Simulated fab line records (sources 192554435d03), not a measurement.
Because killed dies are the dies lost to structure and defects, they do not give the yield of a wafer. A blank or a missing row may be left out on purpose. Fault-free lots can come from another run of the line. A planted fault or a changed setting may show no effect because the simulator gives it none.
Matching of chambers ; flow n5-finfet ; rie-diel-06 running N5_BEOL_M0_SAQP_DESCUM_19: 4 sister chambers
The step chemistry O2, time 7.9 s. 7 wafers are shown with their chamber, then 7 later ones without.

## WAFERS WITH THEIR CHAMBER
wafer;chamber;drypump-motor-current-A (A);showerhead-plenum-p-Torr (Torr)
L076.5;1;6.7;2.21
L079.4;3;5.9;2.05
L087.1;3;5.9;2.04
L087.2;2;5.7;2.07
L087.3;0;5.8;2.06
L093.3;0;5.8;2.06
L093.4;2;5.6;2.07

## WAFERS WITH NO CHAMBER GIVEN
wafer;drypump-motor-current-A (A);showerhead-plenum-p-Torr (Torr)
L093.6;5.8;2.06
L094.1;5.7;2.06
L094.4;5.8;2.06
L094.6;5.8;2.06
L097.2;5.6;2.06
L097.3;5.8;2.06
L097.6;6.6;2.20

## THE CHAMBER EACH PASSED THROUGH
wafer;from the rows above;in truth
L093.6;0;0
L094.1;can't be placed: 0 or 2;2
L094.4;0;0
L094.6;0;0
L097.2;2;2
L097.3;0;0
L097.6;1;1
Correct placement for 6 of the 7. Unplaceable from these rows: 1, with the true chamber sitting among the candidates in 1. 0 placed wrongly.
How it was worked out, from the rows above alone: a wafer's distance from a chamber is the root of the sum, over the readings, of the square of ((its reading less the chamber's mean) divided by the reading's scatter). The wafer belongs to the nearest chamber; if the next one is less than 2 further off, it can't be placed. The mean given for a chamber averages the wafers shown for that chamber. The scatter is the square root of a quotient: the sum, over the shown wafers, of each reading's squared deviation from its chamber's mean, divided by wafers minus chambers.
